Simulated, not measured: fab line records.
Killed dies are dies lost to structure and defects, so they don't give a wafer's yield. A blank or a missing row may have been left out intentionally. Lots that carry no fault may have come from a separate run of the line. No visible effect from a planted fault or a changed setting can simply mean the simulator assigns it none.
Which tool is to blame? ; flow n5-finfet ; 12 lots with 36 wafers sampled at 6 steps, on a route of 1938 steps

WHAT THE GAUGES SHOWED, per wafer
N5_BEOL_M3_INSPECT_59: inspects for defects (darkfield).
lot;measured;on;raw-defect-count
L076;day 7 20:37;defect-inspect-02;47 33 45
L077;day 8 03:50;defect-inspect-01;96 65 82
L079;day 8 12:43;defect-inspect-01;78 67 40
L081;day 9 00:14;defect-inspect-02;53 67 107
L083;day 9 11:57;defect-inspect-02;38 72 31
L085;day 10 03:28;defect-inspect-02;40 46 43
L087;day 10 15:58;defect-inspect-01;45 69 42
L089;day 10 23:04;defect-inspect-02;62 74 127
L091;day 11 08:11;defect-inspect-01;33 59 39
L093;day 11 20:40;defect-inspect-02;66 47 81
L095;day 12 21:12;defect-inspect-02;67 79 61
L096;day 13 05:42;defect-inspect-01;86 97 162

TOOL THAT RAN EACH LOT (tool first, then ch and the chambers of the sampled wafers, then the start)
lot;N5_BEOL_M3_ALD_98;N5_BEOL_M3_ETCHBACK_99;N5_BEOL_M3_SPUTTER_88;N5_BEOL_M3_ANNEAL_91;N5_BEOL_M3_CO_CAP_55
L076;ald-sin-03 ch 1,2,3, day 7 10:47;rie-diel-05 ch 1,2,3, day 7 16:20;pvd-sputter-03, day 7 18:38;pvd-sputter-03, day 7 18:56;cvd-co-02 ch 0,1, day 7 20:23
L077;ald-sin-04 ch 1,2, day 7 19:02;rie-diel-06 ch 0,1,3, day 7 21:36;pvd-sputter-03, day 8 01:53;pvd-sputter-03, day 8 02:11;cvd-co-01 ch 0,2, day 8 03:37
L079;ald-sin-04 ch 0,1,3, day 8 04:46;rie-diel-02 ch 0,2,3, day 8 08:10;pvd-sputter-02, day 8 10:35;pvd-sputter-02, day 8 10:53;cvd-co-01 ch 0,1,2, day 8 12:30
L081;ald-sin-04 ch 0,1,3, day 8 18:13;rie-diel-06 ch 0,2,3, day 8 19:53;pvd-sputter-03, day 8 22:17;pvd-sputter-03, day 8 22:35;cvd-co-01 ch 1,2, day 9 00:02
L083;ald-sin-02 ch 1,3, day 9 06:56;rie-diel-05 ch 1,3, day 9 07:38;pvd-sputter-03, day 9 10:00;pvd-sputter-03, day 9 10:18;cvd-co-02 ch 0,2, day 9 11:44
L085;ald-sin-04 ch 0,2,3, day 9 21:37;rie-diel-02 ch 0,1,2, day 9 22:56;pvd-sputter-03, day 10 01:31;pvd-sputter-03, day 10 01:49;cvd-co-01 ch 1,2, day 10 03:16
L087;ald-sin-03 ch 0,1,2, day 10 09:32;rie-diel-06 ch 2,3, day 10 10:58;pvd-sputter-02, day 10 14:00;pvd-sputter-02, day 10 14:18;cvd-co-02 ch 0,1,2, day 10 15:45
L089;ald-sin-04 ch 0,2, day 10 17:44;rie-diel-06 ch 1,2,3, day 10 18:45;pvd-sputter-03, day 10 21:07;pvd-sputter-03, day 10 21:25;cvd-co-02 ch 0,1, day 10 22:52
L091;ald-sin-04 ch 0,1,3, day 11 03:34;rie-diel-05 ch 0,1, day 11 03:55;pvd-sputter-02, day 11 06:13;pvd-sputter-02, day 11 06:31;cvd-co-02 ch 0,2, day 11 07:59
L093;ald-sin-03 ch 1,2,3, day 11 16:07;rie-diel-02 ch 2,3, day 11 16:23;pvd-sputter-03, day 11 18:42;pvd-sputter-03, day 11 19:00;cvd-co-02 ch 0,1, day 11 20:27
L095;ald-sin-02 ch 0,1,3, day 12 16:17;rie-diel-05 ch 0,1,2, day 12 16:32;pvd-sputter-01, day 12 19:14;pvd-sputter-01, day 12 19:32;cvd-co-02 ch 0,2, day 12 20:59
L096;ald-sin-03 ch 1,2,3, day 12 22:22;rie-diel-05 ch 0,2,3, day 13 01:01;pvd-sputter-02, day 13 03:32;pvd-sputter-02, day 13 03:52;cvd-co-02 ch 1,2, day 13 05:22
- N5_BEOL_M3_ALD_98: deposits SiO2, target thk 2.5 nm, pulse time 1 s, co reactant pulse time 1 s.
- N5_BEOL_M3_ETCHBACK_99: etches SiO2 in CHF3, target depth 5 nm, time 10.4 s.
- N5_BEOL_M3_SPUTTER_88: material Cu, target thk 4.5 nm, time 8.29 s.
- N5_BEOL_M3_ANNEAL_91: time 240 s.
- N5_BEOL_M3_CO_CAP_55: material Co, precursor CCTBA/H2, target thk 2 nm, time 102.1 s.

THE ANSWER, worked out from the rows above alone
Rule: what is usual is taken from the lots themselves. The widest of any qualifying gaps counts: lots, ordered by their means at a reading, are off when they make up no more than a third of the lots, leave a main group of 4 or more, and stand apart from it by 3 or more times the standard deviation of that group's means. A main group is skipped when, at the precision printed for the reading in the tables above, its means are all equal. Also off: a lot with no number at a reading for which 4 or more lots have one. Where the step has rows for the other lots, those lots are counted as sound.
None of the lots is off at any reading shown; this tells nothing.

WHAT WAS PUT IN BY THE SIMULATOR
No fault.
